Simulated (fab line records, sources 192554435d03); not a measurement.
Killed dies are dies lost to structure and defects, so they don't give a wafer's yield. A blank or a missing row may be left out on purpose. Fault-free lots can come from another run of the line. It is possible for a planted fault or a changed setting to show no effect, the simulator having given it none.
Lot-split experiment -- flow n5-finfet -- 21 wafers read across 7 lots, on a route 1938 steps long

== THE SPLIT ==
At N5_BEOL_M2_DESCUM_16 (chemistry O2, time 7 s), the setting time-s was moved away from the recipe's 7 s on 7 of the 21 wafers read, by -22.0% to +21.9%. For the rest of the wafers, this setting stayed at what the recipe calls for.

Reading taken at the split's own step.

== THE READING ==
CAR-EUV_of_BEOL_M2_COAT_05.thk-nm (the simulator's own value, which no gauge read), in nm, at N5_BEOL_M2_DESCUM_16 (chemistry O2, time 7 s). No usual value for it is given in the file. Here, 14 wafers ran the recipe; their average is 26.1 nm with a standard deviation of 0.096 nm.

wafer,"tool, chamber at the split","time-s as run, s",against the recipe,"CAR-EUV_of_BEOL_M2_COAT_05.thk-nm, nm",against lot-mates on the recipe
L082.4,"rie-diel-01, 0,2",8.533,+21.9%,25.4,-0.6
L082.5,"rie-diel-01, 0,2",8.533,+21.9%,25.4,-0.6
L082.6,"rie-diel-01, 3",7,recipe,26,-
L088.2,"rie-diel-03, 1,0",7,recipe,26,-
L088.5,"rie-diel-03, 1,0",7,recipe,26,-
L088.3,"rie-diel-03, 0",7,recipe,26.2,-
L090.2,"rie-diel-03, 3,1",5.463,-22.0%,27,+0.8
L090.4,"rie-diel-03, 3,1",5.463,-22.0%,27,+0.8
L090.6,"rie-diel-03, 3",7,recipe,26.2,-
L092.3,"rie-diel-03, 0",8.052,+15.0%,25.2,-0.8
L092.4,"rie-diel-03, 3",7,recipe,26,-
L092.6,"rie-diel-03, 3",7,recipe,26,-
L091.1,"rie-diel-06, 0",7,recipe,26,-
L091.6,"rie-diel-06, 0",7,recipe,26,-
L091.4,"rie-diel-06, 3",8.47,+21.0%,25.2,-0.8
L096.1,"rie-diel-01, 0,2",7,recipe,26,-
L096.3,"rie-diel-01, 0,2",7,recipe,26,-
L096.5,"rie-diel-01, 0",7,recipe,26.2,-
L095.1,"rie-diel-06, 2",8.046,+14.9%,25.6,-0.6
L095.2,"rie-diel-06, 1,0",7,recipe,26.2,-
L095.5,"rie-diel-06, 1,0",7,recipe,26.2,-
The file does not say which wafer passed through which chamber wherever a row lists several chambers: such a row stands for several wafers.

FIT RESULTS
A straight line over all 21 wafers: CAR-EUV_of_BEOL_M2_COAT_05.thk-nm changes by -0.0388 nm for each +1% of time-s; r = -0.97; the points scatter about the line by 0.13 nm.
The same after taking each lot's own level away (the mean of its wafers on the recipe; 21 wafers): -0.0353 nm for each +1%; r = -0.97; scatter 0.1 nm.
Per that fit: largest time-s move, reading shift of 0.77 nm.
Measured against the standard deviation above, the lots' own levels, which go from 26.00 to 26.20 nm, span 2.1 times it.
Hence the slope depends on the lot-to-lot level, as the two fits are not the same.
Check: with one of the wafers moved furthest among these (-22.0%) left out of the fit, the line predicts +0.764 nm for it against its lot-mates. Against them it came out at +0.8 nm.

== OTHER SPLITS APPLIED TO THESE WAFERS ==
Before the reading, these wafers also passed through other splits. Each is held against what the fit with the lots' levels taken away leaves over:
other split on the same wafers,wafers away from the commonest value,r with CAR-EUV_of_BEOL_M2_COAT_05.thk-nm (lot level and that fit taken away)
N5_BEOL_M1_ILD_DEP_00 time-s,8,-0.04
N5_BEOL_M1_PECVD_72 time-s,4,-0.28

== FILE'S OWN FIT ==
CAR-EUV_of_BEOL_M2_COAT_05.thk-nm changes by -0.037 nm for each +1% of time-s, r = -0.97.
